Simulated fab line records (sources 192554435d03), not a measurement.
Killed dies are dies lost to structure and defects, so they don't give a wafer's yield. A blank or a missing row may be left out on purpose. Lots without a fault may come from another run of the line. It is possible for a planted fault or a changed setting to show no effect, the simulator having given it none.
Matching of chambers	flow n5 finfet	N5_STI_FIN_REVEAL_CMP_04 on cmp-02 has 4 sister chambers
The step polishes, stops on Si3N4, t overpolish 4 s, target thk 131.83 nm. 4 wafers are shown with their chamber, then 8 later ones without.

## WAFERS PAIRED WITH THEIR CHAMBERS
wafer	chamber	motor current A (A)
L078.2	1	9.3
L078.3	2	8.3
L088.4	0	8.4
L091.2	3	8.4

## WAFERS WITHOUT THEIR CHAMBER
wafer	motor current A (A)
L091.3	7.7
L091.5	8.4
L092.1	8.4
L092.2	9.8
L092.5	8.5
L093.3	8.7
L093.5	8.3
L093.6	9.8

## WHICH CHAMBER EACH WENT THROUGH
wafer	from the rows above	in truth
L091.3	can't be placed: 2 or 0 or 3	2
L091.5	can't be placed: 0 or 3 or 2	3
L092.1	can't be placed: 0 or 3 or 2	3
L092.2	1	1
L092.5	can't be placed: 0 or 3 or 2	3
L093.3	can't be placed: 0 or 3 or 2 or 1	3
L093.5	can't be placed: 2 or 0 or 3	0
L093.6	1	1
Correct placement for 2 of the 8. Not placeable from these rows: 6 (in 6, the candidates include the true chamber). Number placed wrongly: 0.
How it was worked out, from the rows above alone: a wafer's distance from a chamber is the root of the sum, over the readings, of the square of ((its reading less the chamber's mean) divided by the reading's scatter). If the next closest chamber is less than 2 further off than the closest, the wafer can't be placed; otherwise it belongs to the closest. A chamber's mean is the mean of its shown wafers. The scatter: root of mean squared gap, hidden wafer to nearest shown wafer, with one shown wafer a chamber.
